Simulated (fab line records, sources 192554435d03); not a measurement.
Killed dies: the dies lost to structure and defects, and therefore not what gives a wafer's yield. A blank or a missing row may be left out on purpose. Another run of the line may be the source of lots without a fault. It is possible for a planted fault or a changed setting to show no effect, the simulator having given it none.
Split-lot study	flow n5 finfet	21 wafers read from 7 lots, route of 1938 steps

== ON THE SPLIT ==
At N5_SD_EPI_N_EPI_21 (deposits Si:P, time 690 s), the setting temp c was moved away from the recipe's 680 C on 10 of the 21 wafers read, by -0.4% to +0.7%. The other wafers ran this setting at the recipe's value.

Split to reading: the file shows no intervening step.

== THE READING ==
Si-P_of_SD_EPI_N_EPI_21.thk nm (the simulator's own value, which no gauge read), in nm, at N5_SD_EPI_N_PRECLEAN_24 (cleans in O3/DIW, time 60 s). No usual value for it is given in the file. Across the 11 wafers here that went through the recipe, the average is 59.0 nm and the standard deviation 0.25 nm.

wafer	tool, chamber at the split	temp c as run, C	against the recipe	Si-P_of_SD_EPI_N_EPI_21.thk nm, nm	against lot-mates on the recipe
L080.2	epi rpcvd-02, 0	680	recipe	59	-
L080.3	epi rpcvd-02, 0	683.2	+0.5%	61.8	+2.6
L080.6	epi rpcvd-02, 0	680	recipe	59.4	-
L084.1	epi rpcvd-01, 0	677.1	-0.4%	56.6	-2.6
L084.4	epi rpcvd-01, 0	680	recipe	59.2	-
L084.5	epi rpcvd-01, 0	677.1	-0.4%	56.4	-2.8
L086.2	epi rpcvd-02, 0	684.5	+0.7%	63.2	no lot-mate on the recipe
L086.3	epi rpcvd-02, 0	684.5	+0.7%	63.4	no lot-mate on the recipe
L086.5	epi rpcvd-02, 0	684.5	+0.7%	63.4	no lot-mate on the recipe
L087.4	epi rpcvd-02, 0	684.4	+0.6%	64	+5.0
L087.5	epi rpcvd-02, 0	680	recipe	59	-
L087.6	epi rpcvd-02, 0	684.4	+0.6%	63.8	+4.8
L088.1	epi rpcvd-02, 0	678.6	-0.2%	58	-1.0
L088.4	epi rpcvd-02, 0	680	recipe	59	-
L088.5	epi rpcvd-02, 0	680	recipe	59	-
L091.1	epi rpcvd-01, 0	680	recipe	58.4	-
L091.3	epi rpcvd-01, 0	680	recipe	58.6	-
L091.6	epi rpcvd-01, 0	680	recipe	59	-
L096.1	epi rpcvd-02, 0	680	recipe	59	-
L096.5	epi rpcvd-02, 0	680	recipe	59	-
L096.6	epi rpcvd-02, 0	681.9	+0.3%	61.8	+2.8

THE FIT
A straight line over all 21 wafers: Si-P_of_SD_EPI_N_EPI_21.thk nm changes by +6.68 nm for each +1% of temp c; r = +0.99; the points scatter about the line by 0.37 nm.
The same after taking each lot's own level away (the mean of its wafers on the recipe; 18 wafers): +6.97 nm for each +1%; r = +0.99; scatter 0.35 nm.
That fit puts the effect of the largest move of temp c on the reading at 4.6 nm.
The lots' own levels span 58.67 to 59.20 nm, that is 2.1 times the standard deviation above.
So the lot-to-lot level changes the slope little: the two slopes agree.
Check: for one of the wafers moved furthest among these (+0.6%), held out of the fit, the line's prediction against its lot-mates is +4.46 nm. It came out at +5 nm against them.

== ADDITIONAL SPLITS CARRIED BY THESE WAFERS ==
These wafers also went through other splits before the reading. Each is held against what the fit with the lots' levels taken away leaves over:
other split on the same wafers	wafers away from the commonest value	r with Si-P_of_SD_EPI_N_EPI_21.thk nm (lot level and that fit taken away)
N5_WELL_APT_PEB_06 peb time s	8	-0.03
N5_WELL_APT_DEVELOP_07 develop time s	4	-0.12
N5_FIN_SAQP_EXPOSE_13 dose mj	5	+0.11
N5_FIN_SAQP_DEVELOP_15 develop time s	6	-0.07
N5_DUMMY_GATE_COAT_28 spin rpm	7	-0.18
N5_DUMMY_GATE_EXPOSE_12 dose mj	8	-0.09

== THE WHOLE CHAIN: every reading that the file lists as answering this split, in the file's order ==
step	what it does	reading	change (the file's fit)	r (the file's)
N5_SD_EPI_N_EPI_21	deposits Si:P, time 690 s	Si-P_of_SD_EPI_N_EPI_21.thk nm (the simulator's own value, which no gauge read)	+7 nm for each +1% of the setting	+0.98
N5_SD_EPI_N_PRECLEAN_24	cleans in O3/DIW, time 60 s	Si-P_of_SD_EPI_N_EPI_21.thk nm (the simulator's own value, which no gauge read)	+6.93 nm for each +1% of the setting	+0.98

== THE FILE'S OWN FIT ==
Si-P_of_SD_EPI_N_EPI_21.thk nm changes by +6.93 nm for each +1% of temp c, r = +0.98.
